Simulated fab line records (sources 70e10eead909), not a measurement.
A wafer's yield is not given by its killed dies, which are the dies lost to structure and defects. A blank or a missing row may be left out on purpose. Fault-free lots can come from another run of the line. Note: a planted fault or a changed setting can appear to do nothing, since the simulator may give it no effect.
One fault seen from 2 desks -- flow nand-harc -- each desk holds nothing but its own numbers, with what lay behind them at the end

## THE TOOL OWNER'S DESK: rie-metal-02
The tool's own readings at NHARC_A_WL_FILL_ETCHBACK_04 (etches the open film in NF3, target depth 60 nm, time 120 s): means of the sampled wafers that have a number, for each lot that ran on this tool. Marked OUT: a lot whose mean sits more than 4 standard deviations from the usual mean, which makes it out of limits; the brackets give that distance.
Columns: A = drypump-motor-current-A at NHARC_A_WL_FILL_ETCHBACK_04, usual 5.8 A; B = oes-product-au at NHARC_A_WL_FILL_ETCHBACK_04, usual 1.000 a.u.; C = run-length-s at NHARC_A_WL_FILL_ETCHBACK_04, usual 141.3 s
lot,first seen here,A,B,C
L174,day 20 15:44,6.6,0.989,140.7
L180,day 23 06:16,6.8,0.990,140.5
L187,day 26 11:16,6.6,1.000,157.6 (+25) OUT
L191,day 27 22:13,6.3,0.994,149.3 (+12) OUT
This desk's verdict: out of limits on L187, L191, starting with L187 at day 26 11:16 (run-length-s at NHARC_A_WL_FILL_ETCHBACK_04). L174, L180 stayed within limits.

## METROLOGY DESK
Means of the sampled wafers that have a number, per lot and without regard to the tool the lot ran on: this is what the gauges read. Marked OUT: a lot whose mean sits more than 4 standard deviations from the usual mean, which makes it out of limits; the brackets give that distance.
Columns: A = cd-nm at NHARC_A_SLIT_CD_MEAS_09, usual 300.4 nm; B = cd-nm at NHARC_A_SLIT_CD_MEAS_21, usual 290.0 nm
lot,first seen here,A,B
L172,day 19 06:41,299.9,289.9
L174,day 20 01:18,300.2,290.6
L175,day 21 08:32,300.1,291.3
L177,day 21 09:31,299.5,289.1
L179,day 22 14:39,300.4,289.9
L180,day 22 15:18,300.7,290.6
L178,day 22 15:48,300.4,288.2
L184,day 24 17:07,300.5,290.3
L187,day 25 20:52,299.9,289.5
L191,day 27 05:34,300.8,289.3
L193,day 28 20:16,301.0,290.4
L194,day 28 21:24,300.7,289.9
L195,day 29 16:45,300.7,289.4
This desk's finding: nothing out of limits on any of the 13 lots.

## BROUGHT TOGETHER
On L187, L191, at day 26 11:16, an alarm was possible from the tool owner's desk.
Nothing out of limits was seen by the metrology desk.
The metrology desk holds a record of L187, L191, inside its limits.
On rie-metal-02, each named lot ran NHARC_A_WL_FILL_ETCHBACK_04.

## WHAT THE SIMULATOR HAD INSERTED
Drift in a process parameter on rie-metal-02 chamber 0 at NHARC_A_WL_FILL_ETCHBACK_04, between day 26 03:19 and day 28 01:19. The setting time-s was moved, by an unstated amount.
Lots struck among those shown: L187, L191.
Hours from the fault's start to each desk's first reading out of limits: the tool owner's desk, 8.
